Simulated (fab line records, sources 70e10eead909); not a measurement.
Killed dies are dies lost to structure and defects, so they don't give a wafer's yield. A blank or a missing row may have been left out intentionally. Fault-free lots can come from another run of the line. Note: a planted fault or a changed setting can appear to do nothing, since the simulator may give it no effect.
The tool behind it: which one? || flow nand harc || 24 lots with 72 wafers sampled at 5 steps, on a route of 1302 steps

## WHAT THE GAUGES READ, wafer by wafer
NHARC_A_SLIT_CD_MEAS_09: the cd target is 300 nm.
{"lot": "L074", "measured": "day 19 15:24", "on": "cd sem-02", "cd nm (nm)": "299.8 299.6 300.0"}
{"lot": "L075", "measured": "day 20 15:40", "on": "cd sem-03", "cd nm (nm)": "299.6 299.3 299.1"}
{"lot": "L078", "measured": "day 20 17:10", "on": "cd sem-01", "cd nm (nm)": "299.3 299.8 299.3"}
{"lot": "L077", "measured": "day 20 19:25", "on": "cd sem-01", "cd nm (nm)": "300.6 300.2 300.2"}
{"lot": "L079", "measured": "day 21 11:56", "on": "cd sem-01", "cd nm (nm)": "300.5 301.3 300.5"}
{"lot": "L076", "measured": "day 21 13:04", "on": "cd sem-01", "cd nm (nm)": "300.5 300.0 300.5"}
{"lot": "L080", "measured": "day 21 20:58", "on": "cd sem-01", "cd nm (nm)": "299.4 299.2 299.9"}
{"lot": "L082", "measured": "day 22 21:14", "on": "cd sem-02", "cd nm (nm)": "300.0 300.3 300.3"}
{"lot": "L081", "measured": "day 22 22:01", "on": "cd sem-03", "cd nm (nm)": "300.4 299.5 300.1"}
{"lot": "L083", "measured": "day 23 14:55", "on": "cd sem-03", "cd nm (nm)": "300.0 299.9 300.3"}
{"lot": "L084", "measured": "day 24 05:56", "on": "cd sem-01", "cd nm (nm)": "299.6 300.1 299.6"}
{"lot": "L085", "measured": "day 24 06:28", "on": "cd sem-02", "cd nm (nm)": "300.8 300.0 299.9"}
{"lot": "L086", "measured": "day 24 19:44", "on": "cd sem-02", "cd nm (nm)": "299.5 300.5 300.3"}
{"lot": "L087", "measured": "day 25 04:43", "on": "cd sem-01", "cd nm (nm)": "299.2 300.3 299.2"}
{"lot": "L089", "measured": "day 25 20:57", "on": "cd sem-03", "cd nm (nm)": "300.2 299.8 300.0"}
{"lot": "L088", "measured": "day 26 02:46", "on": "cd sem-01", "cd nm (nm)": "300.1 300.2 299.9"}
{"lot": "L090", "measured": "day 27 02:19", "on": "cd sem-03", "cd nm (nm)": "299.9 300.2 300.2"}
{"lot": "L091", "measured": "day 27 02:49", "on": "cd sem-01", "cd nm (nm)": "300.6 300.7 300.2"}
{"lot": "L092", "measured": "day 27 12:14", "on": "cd sem-02", "cd nm (nm)": "300.3 299.7 299.4"}
{"lot": "L094", "measured": "day 28 00:16", "on": "cd sem-02", "cd nm (nm)": "299.5 300.9 300.4"}
{"lot": "L095", "measured": "day 28 00:19", "on": "cd sem-01", "cd nm (nm)": "299.3 300.1 299.8"}
{"lot": "L093", "measured": "day 28 15:17", "on": "cd sem-01", "cd nm (nm)": "299.1 299.8 299.8"}
{"lot": "L096", "measured": "day 28 15:29", "on": "cd sem-02", "cd nm (nm)": "299.6 299.1 299.2"}
{"lot": "L097", "measured": "day 29 06:24", "on": "cd sem-03", "cd nm (nm)": "300.0 300.3 300.4"}

NHARC_A_CONTACT_OVL_MEAS_43.
{"lot": "L074", "measured": "day 21 05:48", "on": "overlay-02", "overlay x nm (nm)": "-0.2 -0.2 -0.4", "overlay y nm (nm)": "0.4 -0.3 -0.1"}
{"lot": "L075", "measured": "day 22 04:07", "on": "overlay-02", "overlay x nm (nm)": "0.2 0.9 1.1", "overlay y nm (nm)": "0.8 0.8 0.8"}
{"lot": "L078", "measured": "day 22 04:50", "on": "overlay-01", "overlay x nm (nm)": "0.1 0.9 0.4", "overlay y nm (nm)": "-1.5 -0.9 -1.3"}
{"lot": "L077", "measured": "day 22 08:54", "on": "overlay-02", "overlay x nm (nm)": "-0.6 -0.8 -1.0", "overlay y nm (nm)": "0.4 0.8 0.4"}
{"lot": "L079", "measured": "day 23 01:35", "on": "overlay-01", "overlay x nm (nm)": "-0.1 0.1 -0.2", "overlay y nm (nm)": "-0.7 -0.3 -0.6"}
{"lot": "L076", "measured": "day 23 05:53", "on": "overlay-01", "overlay x nm (nm)": "-0.3 -0.6 -0.6", "overlay y nm (nm)": "-0.5 0.0 0.0"}
{"lot": "L080", "measured": "day 23 11:41", "on": "overlay-01", "overlay x nm (nm)": "0.3 0.5 0.8", "overlay y nm (nm)": "0.8 1.1 1.0"}
{"lot": "L082", "measured": "day 24 13:59", "on": "overlay-02", "overlay x nm (nm)": "0.0 -0.3 0.1", "overlay y nm (nm)": "0.5 -0.2 -0.2"}
{"lot": "L081", "measured": "day 24 14:26", "on": "overlay-02", "overlay x nm (nm)": "-1.0 -0.5 -0.7", "overlay y nm (nm)": "-0.8 -0.8 -0.7"}
{"lot": "L083", "measured": "day 25 11:10", "on": "overlay-02", "overlay x nm (nm)": "-1.1 -1.1 -0.8", "overlay y nm (nm)": "0.2 -0.5 -0.5"}
{"lot": "L084", "measured": "day 25 19:26", "on": "overlay-02", "overlay x nm (nm)": "1.1 1.5 1.1", "overlay y nm (nm)": "-0.2 0.2 -0.3"}
{"lot": "L085", "measured": "day 25 19:37", "on": "overlay-01", "overlay x nm (nm)": "-0.4 -0.5 -0.5", "overlay y nm (nm)": "-1.1 -1.0 -1.1"}
{"lot": "L086", "measured": "day 26 17:14", "on": "overlay-02", "overlay x nm (nm)": "0.3 0.2 0.5", "overlay y nm (nm)": "0.1 -0.4 0.2"}
{"lot": "L087", "measured": "day 26 19:07", "on": "overlay-01", "overlay x nm (nm)": "-1.2 -1.3 -1.0", "overlay y nm (nm)": "0.5 0.4 0.2"}
{"lot": "L089", "measured": "day 27 14:07", "on": "overlay-01", "overlay x nm (nm)": "-0.6 -0.6 -0.4", "overlay y nm (nm)": "-0.6 -0.4 -0.3"}
{"lot": "L088", "measured": "day 27 16:50", "on": "overlay-02", "overlay x nm (nm)": "0.9 0.8 1.1", "overlay y nm (nm)": "1.2 1.6 2.1"}
{"lot": "L090", "measured": "day 28 19:38", "on": "overlay-02", "overlay x nm (nm)": "0.4 -0.3 0.4", "overlay y nm (nm)": "1.0 0.7 1.1"}
{"lot": "L091", "measured": "day 28 17:25", "on": "overlay-01", "overlay x nm (nm)": "-0.1 0.5 0.5", "overlay y nm (nm)": "0.9 0.9 1.3"}
{"lot": "L092", "measured": "day 29 07:59", "on": "overlay-02", "overlay x nm (nm)": "0.2 -0.3 -0.2", "overlay y nm (nm)": "2.3 1.9 2.0"}
{"lot": "L094", "measured": "day 29 14:37", "on": "overlay-02", "overlay x nm (nm)": "0.2 0.5 0.2", "overlay y nm (nm)": "1.0 0.4 0.4"}
{"lot": "L095", "measured": "day 29 14:08", "on": "overlay-01", "overlay x nm (nm)": "0.7 1.6 0.8", "overlay y nm (nm)": "-0.5 -0.2 -0.3"}
{"lot": "L093", "measured": "day 30 06:07", "on": "overlay-02", "overlay x nm (nm)": "0.6 0.4 1.1", "overlay y nm (nm)": "0.9 0.6 1.0"}
{"lot": "L096", "measured": "day 30 05:51", "on": "overlay-01", "overlay x nm (nm)": "-0.2 0.0 -0.2", "overlay y nm (nm)": "2.0 1.4 2.0"}
{"lot": "L097", "measured": "day 30 23:42", "on": "overlay-02", "overlay x nm (nm)": "1.5 1.6 1.2", "overlay y nm (nm)": "0.1 0.0 0.2"}

## WHICH TOOL RAN EACH LOT (tool, then ch and the chambers of the sampled wafers, then the start)
{"lot": "L074", "NHARC_A_SLIT_ETCH_17": "har etch-01 ch 0,1, day 19 18:02", "NHARC_A_WL_FILL_ALD_10": "ald hk-01 ch 1,2,3, day 20 12:44", "NHARC_A_WL_FILL_ETCHBACK_26": "rie si-03 ch 0,3, day 20 21:40"}
{"lot": "L075", "NHARC_A_SLIT_ETCH_17": "har etch-02 ch 0,1, day 20 17:43", "NHARC_A_WL_FILL_ALD_10": "ald hk-03 ch 0,2,3, day 21 11:23", "NHARC_A_WL_FILL_ETCHBACK_26": "rie si-05 ch 1,2,3, day 21 21:25"}
{"lot": "L078", "NHARC_A_SLIT_ETCH_17": "har etch-01 ch 0,1, day 20 19:13", "NHARC_A_WL_FILL_ALD_10": "ald hk-01 ch 1,3, day 21 11:43", "NHARC_A_WL_FILL_ETCHBACK_26": "rie si-03 ch 2,3, day 21 21:26"}
{"lot": "L077", "NHARC_A_SLIT_ETCH_17": "har etch-02 ch 1, day 20 20:56", "NHARC_A_WL_FILL_ALD_10": "ald hk-04 ch 1,2,3, day 21 16:06", "NHARC_A_WL_FILL_ETCHBACK_26": "rie si-03 ch 0,1,3, day 22 02:07"}
{"lot": "L079", "NHARC_A_SLIT_ETCH_17": "har etch-01 ch 0,1, day 21 13:58", "NHARC_A_WL_FILL_ALD_10": "ald hk-04 ch 1,2,3, day 22 08:53", "NHARC_A_WL_FILL_ETCHBACK_26": "rie si-05 ch 1,2,3, day 22 17:56"}
{"lot": "L076", "NHARC_A_SLIT_ETCH_17": "har etch-02 ch 0,1, day 21 14:29", "NHARC_A_WL_FILL_ALD_10": "ald hk-03 ch 1,2,3, day 22 07:51", "NHARC_A_WL_FILL_ETCHBACK_26": "rie si-03 ch 0,1,3, day 22 21:05"}
{"lot": "L080", "NHARC_A_SLIT_ETCH_17": "har etch-02 ch 0,1, day 22 00:07", "NHARC_A_WL_FILL_ALD_10": "ald hk-01 ch 0,2, day 22 19:26", "NHARC_A_WL_FILL_ETCHBACK_26": "rie si-02 ch 0,1,3, day 23 04:50"}
{"lot": "L082", "NHARC_A_SLIT_ETCH_17": "har etch-02 ch 0,1, day 22 22:55", "NHARC_A_WL_FILL_ALD_10": "ald hk-04 ch 0,3, day 23 17:35", "NHARC_A_WL_FILL_ETCHBACK_26": "rie si-05 ch 0,1,2, day 24 03:37"}
{"lot": "L081", "NHARC_A_SLIT_ETCH_17": "har etch-01 ch 0,1, day 22 23:28", "NHARC_A_WL_FILL_ALD_10": "ald hk-03 ch 0,3, day 23 17:35", "NHARC_A_WL_FILL_ETCHBACK_26": "rie si-02 ch 1,2, day 24 03:38"}
{"lot": "L083", "NHARC_A_SLIT_ETCH_17": "har etch-02 ch 0,1, day 23 19:46", "NHARC_A_WL_FILL_ALD_10": "ald hk-01 ch 1,2,3, day 24 17:46", "NHARC_A_WL_FILL_ETCHBACK_26": "rie si-05 ch 0,3, day 25 03:49"}
{"lot": "L084", "NHARC_A_SLIT_ETCH_17": "har etch-02 ch 0,1, day 24 07:38", "NHARC_A_WL_FILL_ALD_10": "ald hk-04 ch 0,2, day 25 02:30", "NHARC_A_WL_FILL_ETCHBACK_26": "rie si-05 ch 0,2,3, day 25 12:37"}
{"lot": "L085", "NHARC_A_SLIT_ETCH_17": "har etch-01 ch 0,1, day 24 09:23", "NHARC_A_WL_FILL_ALD_10": "ald hk-01 ch 1,2, day 25 03:08", "NHARC_A_WL_FILL_ETCHBACK_26": "rie si-03 ch 0,1, day 25 12:36"}
{"lot": "L086", "NHARC_A_SLIT_ETCH_17": "har etch-01 ch 0, day 25 01:32", "NHARC_A_WL_FILL_ALD_10": "ald hk-04 ch 0,2,3, day 25 23:31", "NHARC_A_WL_FILL_ETCHBACK_26": "rie si-02 ch 0,2, day 26 09:04"}
{"lot": "L087", "NHARC_A_SLIT_ETCH_17": "har etch-02 ch 0,1, day 25 06:46", "NHARC_A_WL_FILL_ALD_10": "ald hk-03 ch 0,2,3, day 25 23:30", "NHARC_A_WL_FILL_ETCHBACK_26": "rie si-05 ch 1,2,3, day 26 09:03"}
{"lot": "L089", "NHARC_A_SLIT_ETCH_17": "har etch-01 ch 0,1, day 25 23:00", "NHARC_A_WL_FILL_ALD_10": "ald hk-01 ch 0,1,2, day 26 17:56", "NHARC_A_WL_FILL_ETCHBACK_26": "rie si-05 ch 1,2, day 27 07:10"}
{"lot": "L088", "NHARC_A_SLIT_ETCH_17": "har etch-02 ch 0,1, day 26 05:24", "NHARC_A_WL_FILL_ALD_10": "ald hk-04 ch 0,1, day 26 23:30", "NHARC_A_WL_FILL_ETCHBACK_26": "rie si-03 ch 0,1,3, day 27 09:30"}
{"lot": "L090", "NHARC_A_SLIT_ETCH_17": "har etch-02 ch 0,1, day 27 04:56", "NHARC_A_WL_FILL_ALD_10": "ald hk-03 ch 1,2, day 27 23:58", "NHARC_A_WL_FILL_ETCHBACK_26": "rie si-05 ch 1,2,3, day 28 09:34"}
{"lot": "L091", "NHARC_A_SLIT_ETCH_17": "har etch-02 ch 0,1, day 27 07:31", "NHARC_A_WL_FILL_ALD_10": "ald hk-04 ch 0,2,3, day 27 23:28", "NHARC_A_WL_FILL_ETCHBACK_26": "rie si-03 ch 0,1,2, day 28 09:31"}
{"lot": "L092", "NHARC_A_SLIT_ETCH_17": "har etch-02 ch 0,1, day 27 14:17", "NHARC_A_WL_FILL_ALD_10": "ald hk-03 ch 1,3, day 28 08:59", "NHARC_A_WL_FILL_ETCHBACK_26": "rie si-03 ch 2,3, day 28 18:32"}
{"lot": "L094", "NHARC_A_SLIT_ETCH_17": "har etch-01 ch 0,1, day 28 01:42", "NHARC_A_WL_FILL_ALD_10": "ald hk-03 ch 0,2,3, day 28 22:01", "NHARC_A_WL_FILL_ETCHBACK_26": "rie si-02 ch 0,1, day 29 06:25"}
{"lot": "L095", "NHARC_A_SLIT_ETCH_17": "har etch-02 ch 0,1, day 28 02:22", "NHARC_A_WL_FILL_ALD_10": "ald hk-04 ch 1,2, day 28 20:27", "NHARC_A_WL_FILL_ETCHBACK_26": "rie si-05 ch 0,1,3, day 29 06:27"}
{"lot": "L093", "NHARC_A_SLIT_ETCH_17": "har etch-02 ch 0,1, day 28 17:19", "NHARC_A_WL_FILL_ALD_10": "ald hk-04 ch 1,2, day 29 11:26", "NHARC_A_WL_FILL_ETCHBACK_26": "rie si-03 ch 0,2,3, day 29 21:34"}
{"lot": "L096", "NHARC_A_SLIT_ETCH_17": "har etch-01 ch 0,1, day 28 16:56", "NHARC_A_WL_FILL_ALD_10": "ald hk-01 ch 2,3, day 29 11:57", "NHARC_A_WL_FILL_ETCHBACK_26": "rie si-02 ch 0,1,3, day 29 21:34"}
{"lot": "L097", "NHARC_A_SLIT_ETCH_17": "har etch-02 ch 0,1, day 29 09:46", "NHARC_A_WL_FILL_ALD_10": "ald hk-03 ch 0,2,3, day 30 06:49", "NHARC_A_WL_FILL_ETCHBACK_26": "rie si-03 ch 0,1,2, day 30 16:47"}
- NHARC_A_SLIT_ETCH_17: etches the open film in C4F8/O2/Ar, time 4254.5 s, target depth 20300 nm.
- NHARC_A_WL_FILL_ALD_10: deposits SiO2, target thk 50 nm, pulse time 10 s, ald cycles 500.
- NHARC_A_WL_FILL_ETCHBACK_26: etches the open film in HBr, target depth 52 nm, time 13.3 s.

## AS READ BY THE TOOLS THEMSELVES (means over the sampled wafers that have a number; for cases with no such wafer, the mark the record gives instead)
NHARC_A_SLIT_ETCH_17.
{"lot": "L074", "tool": "har etch-01", "chamber pressure mTorr (mTorr)": 19.991, "drypump motor current A (A)": 5.8, "showerhead plenum p Torr (Torr)": 3.61, "throttle valve pct (%)": 32.056}
{"lot": "L075", "tool": "har etch-02", "chamber pressure mTorr (mTorr)": 19.989, "drypump motor current A (A)": 6.4, "showerhead plenum p Torr (Torr)": 3.91, "throttle valve pct (%)": 32.053}
{"lot": "L078", "tool": "har etch-01", "chamber pressure mTorr (mTorr)": 19.991, "drypump motor current A (A)": 5.7, "showerhead plenum p Torr (Torr)": 3.55, "throttle valve pct (%)": 32.050}
{"lot": "L077", "tool": "har etch-02", "chamber pressure mTorr (mTorr)": 20.022, "drypump motor current A (A)": 6.3, "showerhead plenum p Torr (Torr)": 3.91, "throttle valve pct (%)": 32.047}
{"lot": "L079", "tool": "har etch-01", "chamber pressure mTorr (mTorr)": 20.001, "drypump motor current A (A)": 5.7, "showerhead plenum p Torr (Torr)": 3.54, "throttle valve pct (%)": 32.047}
{"lot": "L076", "tool": "har etch-02", "chamber pressure mTorr (mTorr)": 19.988, "drypump motor current A (A)": 6.6, "showerhead plenum p Torr (Torr)": 3.91, "throttle valve pct (%)": 32.039}
{"lot": "L080", "tool": "har etch-02", "chamber pressure mTorr (mTorr)": 19.996, "drypump motor current A (A)": 6.6, "showerhead plenum p Torr (Torr)": 3.90, "throttle valve pct (%)": 32.044}
{"lot": "L082", "tool": "har etch-02", "chamber pressure mTorr (mTorr)": 19.995, "drypump motor current A (A)": 6.7, "showerhead plenum p Torr (Torr)": 3.90, "throttle valve pct (%)": 32.044}
{"lot": "L081", "tool": "har etch-01", "chamber pressure mTorr (mTorr)": 19.989, "drypump motor current A (A)": 5.8, "showerhead plenum p Torr (Torr)": 3.59, "throttle valve pct (%)": 32.042}
{"lot": "L083", "tool": "har etch-02", "chamber pressure mTorr (mTorr)": 19.981, "drypump motor current A (A)": 6.6, "showerhead plenum p Torr (Torr)": 3.89, "throttle valve pct (%)": 32.046}
{"lot": "L084", "tool": "har etch-02", "chamber pressure mTorr (mTorr)": 20.013, "drypump motor current A (A)": 6.6, "showerhead plenum p Torr (Torr)": 3.89, "throttle valve pct (%)": 32.040}
{"lot": "L085", "tool": "har etch-01", "chamber pressure mTorr (mTorr)": 20.014, "drypump motor current A (A)": 5.8, "showerhead plenum p Torr (Torr)": 3.58, "throttle valve pct (%)": 32.042}
{"lot": "L086", "tool": "har etch-01", "chamber pressure mTorr (mTorr)": 20.027, "drypump motor current A (A)": 6.0, "showerhead plenum p Torr (Torr)": 3.62, "throttle valve pct (%)": 32.055}
{"lot": "L087", "tool": "har etch-02", "chamber pressure mTorr (mTorr)": 20.010, "drypump motor current A (A)": 6.5, "showerhead plenum p Torr (Torr)": 3.88, "throttle valve pct (%)": 32.049}
{"lot": "L089", "tool": "har etch-01", "chamber pressure mTorr (mTorr)": 20.003, "drypump motor current A (A)": 5.7, "showerhead plenum p Torr (Torr)": 3.51, "throttle valve pct (%)": 32.042}
{"lot": "L088", "tool": "har etch-02", "chamber pressure mTorr (mTorr)": 20.001, "drypump motor current A (A)": 6.4, "showerhead plenum p Torr (Torr)": 3.87, "throttle valve pct (%)": 32.043}
{"lot": "L090", "tool": "har etch-02", "chamber pressure mTorr (mTorr)": 19.988, "drypump motor current A (A)": 6.6, "showerhead plenum p Torr (Torr)": 3.86, "throttle valve pct (%)": 32.046}
{"lot": "L091", "tool": "har etch-02", "chamber pressure mTorr (mTorr)": 19.984, "drypump motor current A (A)": 6.5, "showerhead plenum p Torr (Torr)": 3.86, "throttle valve pct (%)": 32.056}
{"lot": "L092", "tool": "har etch-02", "chamber pressure mTorr (mTorr)": 19.986, "drypump motor current A (A)": 6.4, "showerhead plenum p Torr (Torr)": 3.86, "throttle valve pct (%)": 32.045}
{"lot": "L094", "tool": "har etch-01", "chamber pressure mTorr (mTorr)": 19.992, "drypump motor current A (A)": 5.7, "showerhead plenum p Torr (Torr)": 3.50, "throttle valve pct (%)": 32.042}
{"lot": "L095", "tool": "har etch-02", "chamber pressure mTorr (mTorr)": 20.021, "drypump motor current A (A)": 6.5, "showerhead plenum p Torr (Torr)": 3.86, "throttle valve pct (%)": 32.047}
{"lot": "L093", "tool": "har etch-02", "chamber pressure mTorr (mTorr)": 20.004, "drypump motor current A (A)": 6.5, "showerhead plenum p Torr (Torr)": 3.85, "throttle valve pct (%)": 32.049}
{"lot": "L096", "tool": "har etch-01", "chamber pressure mTorr (mTorr)": 19.987, "drypump motor current A (A)": 5.8, "showerhead plenum p Torr (Torr)": 3.55, "throttle valve pct (%)": 32.036}
{"lot": "L097", "tool": "har etch-02", "chamber pressure mTorr (mTorr)": 19.996, "drypump motor current A (A)": 6.6, "showerhead plenum p Torr (Torr)": 3.84, "throttle valve pct (%)": 32.040}

NHARC_A_WL_FILL_ALD_10.
{"lot": "L074", "tool": "ald hk-01", "heater power w (W)": 484, "precursor pulse height rel": 0.977}
{"lot": "L075", "tool": "ald hk-03", "heater power w (W)": 463, "precursor pulse height rel": 0.997}
{"lot": "L078", "tool": "ald hk-01", "heater power w (W)": 474, "precursor pulse height rel": 1.000}
{"lot": "L077", "tool": "ald hk-04", "heater power w (W)": 495, "precursor pulse height rel": 1.001}
{"lot": "L079", "tool": "ald hk-04", "heater power w (W)": 486, "precursor pulse height rel": 1.016}
{"lot": "L076", "tool": "ald hk-03", "heater power w (W)": 466, "precursor pulse height rel": 0.995}
{"lot": "L080", "tool": "ald hk-01", "heater power w (W)": 454, "precursor pulse height rel": 1.013}
{"lot": "L082", "tool": "ald hk-04", "heater power w (W)": 411, "precursor pulse height rel": 0.985}
{"lot": "L081", "tool": "ald hk-03", "heater power w (W)": 469, "precursor pulse height rel": 0.995}
{"lot": "L083", "tool": "ald hk-01", "heater power w (W)": 485, "precursor pulse height rel": 0.992}
{"lot": "L084", "tool": "ald hk-04", "heater power w (W)": 441, "precursor pulse height rel": 1.013}
{"lot": "L085", "tool": "ald hk-01", "heater power w (W)": 483, "precursor pulse height rel": 1.012}
{"lot": "L086", "tool": "ald hk-04", "heater power w (W)": 436, "precursor pulse height rel": 1.016}
{"lot": "L087", "tool": "ald hk-03", "heater power w (W)": 478, "precursor pulse height rel": 1.001}
{"lot": "L089", "tool": "ald hk-01", "heater power w (W)": 468, "precursor pulse height rel": 1.015}
{"lot": "L088", "tool": "ald hk-04", "heater power w (W)": 506, "precursor pulse height rel": 1.020}
{"lot": "L090", "tool": "ald hk-03", "heater power w (W)": 433, "precursor pulse height rel": 0.993}
{"lot": "L091", "tool": "ald hk-04", "heater power w (W)": 451, "precursor pulse height rel": 1.008}
{"lot": "L092", "tool": "ald hk-03", "heater power w (W)": 499, "precursor pulse height rel": 1.021}
{"lot": "L094", "tool": "ald hk-03", "heater power w (W)": 486, "precursor pulse height rel": 0.978}
{"lot": "L095", "tool": "ald hk-04", "heater power w (W)": 498, "precursor pulse height rel": 0.991}
{"lot": "L093", "tool": "ald hk-04", "heater power w (W)": 521, "precursor pulse height rel": 1.010}
{"lot": "L096", "tool": "ald hk-01", "heater power w (W)": 481, "precursor pulse height rel": 0.999}
{"lot": "L097", "tool": "ald hk-03", "heater power w (W)": 483, "precursor pulse height rel": 1.013}

NHARC_A_WL_FILL_ETCHBACK_26.
{"lot": "L074", "tool": "rie si-03", "chamber pressure mTorr (mTorr)": 15.006, "drypump motor current A (A)": 5.7, "oes product au (a.u.)": 0.996, "throttle valve pct (%)": 23.270}
{"lot": "L075", "tool": "rie si-05", "chamber pressure mTorr (mTorr)": 14.988, "drypump motor current A (A)": 5.3, "oes product au (a.u.)": 1.001, "throttle valve pct (%)": 23.270}
{"lot": "L078", "tool": "rie si-03", "chamber pressure mTorr (mTorr)": 15.009, "drypump motor current A (A)": 5.6, "oes product au (a.u.)": 0.998, "throttle valve pct (%)": 23.266}
{"lot": "L077", "tool": "rie si-03", "chamber pressure mTorr (mTorr)": 15.001, "drypump motor current A (A)": 6.0, "oes product au (a.u.)": 0.999, "throttle valve pct (%)": 23.270}
{"lot": "L079", "tool": "rie si-05", "chamber pressure mTorr (mTorr)": 15.004, "drypump motor current A (A)": 5.3, "oes product au (a.u.)": 1.008, "throttle valve pct (%)": 23.273}
{"lot": "L076", "tool": "rie si-03", "chamber pressure mTorr (mTorr)": 14.995, "drypump motor current A (A)": 6.0, "oes product au (a.u.)": 1.001, "throttle valve pct (%)": 23.269}
{"lot": "L080", "tool": "rie si-02", "chamber pressure mTorr (mTorr)": 14.998, "drypump motor current A (A)": 5.6, "oes product au (a.u.)": 0.998, "throttle valve pct (%)": 23.262}
{"lot": "L082", "tool": "rie si-05", "chamber pressure mTorr (mTorr)": 14.992, "drypump motor current A (A)": 5.4, "oes product au (a.u.)": 0.999, "throttle valve pct (%)": 23.269}
{"lot": "L081", "tool": "rie si-02", "chamber pressure mTorr (mTorr)": 14.995, "drypump motor current A (A)": 5.7, "oes product au (a.u.)": 0.996, "throttle valve pct (%)": 23.262}
{"lot": "L083", "tool": "rie si-05", "chamber pressure mTorr (mTorr)": 15.005, "drypump motor current A (A)": 5.6, "oes product au (a.u.)": 0.995, "throttle valve pct (%)": 23.263}
{"lot": "L084", "tool": "rie si-05", "chamber pressure mTorr (mTorr)": 14.997, "drypump motor current A (A)": 5.5, "oes product au (a.u.)": 1.003, "throttle valve pct (%)": 23.263}
{"lot": "L085", "tool": "rie si-03", "chamber pressure mTorr (mTorr)": 15.000, "drypump motor current A (A)": 6.5, "oes product au (a.u.)": 1.004, "throttle valve pct (%)": 23.267}
{"lot": "L086", "tool": "rie si-02", "chamber pressure mTorr (mTorr)": 14.990, "drypump motor current A (A)": 5.4, "oes product au (a.u.)": 0.999, "throttle valve pct (%)": 23.262}
{"lot": "L087", "tool": "rie si-05", "chamber pressure mTorr (mTorr)": 14.997, "drypump motor current A (A)": 5.3, "oes product au (a.u.)": 1.006, "throttle valve pct (%)": 23.267}
{"lot": "L089", "tool": "rie si-05", "chamber pressure mTorr (mTorr)": 14.994, "drypump motor current A (A)": 5.2, "oes product au (a.u.)": 1.006, "throttle valve pct (%)": 23.268}
{"lot": "L088", "tool": "rie si-03", "chamber pressure mTorr (mTorr)": 15.012, "drypump motor current A (A)": 6.0, "oes product au (a.u.)": 0.990, "throttle valve pct (%)": 23.264}
{"lot": "L090", "tool": "rie si-05", "chamber pressure mTorr (mTorr)": 15.007, "drypump motor current A (A)": 5.3, "oes product au (a.u.)": 1.001, "throttle valve pct (%)": 23.260}
{"lot": "L091", "tool": "rie si-03", "chamber pressure mTorr (mTorr)": 14.998, "drypump motor current A (A)": 6.2, "oes product au (a.u.)": 1.002, "throttle valve pct (%)": 23.270}
{"lot": "L092", "tool": "rie si-03", "chamber pressure mTorr (mTorr)": 15.000, "drypump motor current A (A)": 5.4, "oes product au (a.u.)": 1.000, "throttle valve pct (%)": 23.266}
{"lot": "L094", "tool": "rie si-02", "chamber pressure mTorr (mTorr)": 15.012, "drypump motor current A (A)": 5.6, "oes product au (a.u.)": 0.996, "throttle valve pct (%)": 23.269}
{"lot": "L095", "tool": "rie si-05", "chamber pressure mTorr (mTorr)": 15.011, "drypump motor current A (A)": 5.4, "oes product au (a.u.)": 0.993, "throttle valve pct (%)": 23.260}
{"lot": "L093", "tool": "rie si-03", "chamber pressure mTorr (mTorr)": 15.000, "drypump motor current A (A)": 5.9, "oes product au (a.u.)": 0.995, "throttle valve pct (%)": 23.261}
{"lot": "L096", "tool": "rie si-02", "chamber pressure mTorr (mTorr)": 15.001, "drypump motor current A (A)": 5.5, "oes product au (a.u.)": 0.997, "throttle valve pct (%)": 23.263}
{"lot": "L097", "tool": "rie si-03", "chamber pressure mTorr (mTorr)": 14.999, "drypump motor current A (A)": 6.2, "oes product au (a.u.)": 0.993, "throttle valve pct (%)": 23.266}

## THE ANSWER, worked out from the rows above alone
Rule: what is usual is taken from the lots themselves. Put in order of their means at a reading, lots are off if they are a third of the lots or fewer, leave a main group of 4 or more, and stand apart from it by a gap of 3 or more times the standard deviation of the main group's means; of several such gaps the widest counts. Not used: any main group whose means are identical at the precision the tables above print for the reading. Also off: a lot with no number at a reading for which 4 or more lots have one. All remaining lots with rows at the step are treated as sound. Order of review: gauges by route order, followed by the tools' own readings, for which a lot's mean as printed above is used. The first step at which some lot is off is used, and at that step the reading that is off furthest; a lot without a number counts as furthest.
Across all readings shown, no lot is off: no conclusion can be drawn from this.

## WHAT THE SIMULATOR HAD INSERTED
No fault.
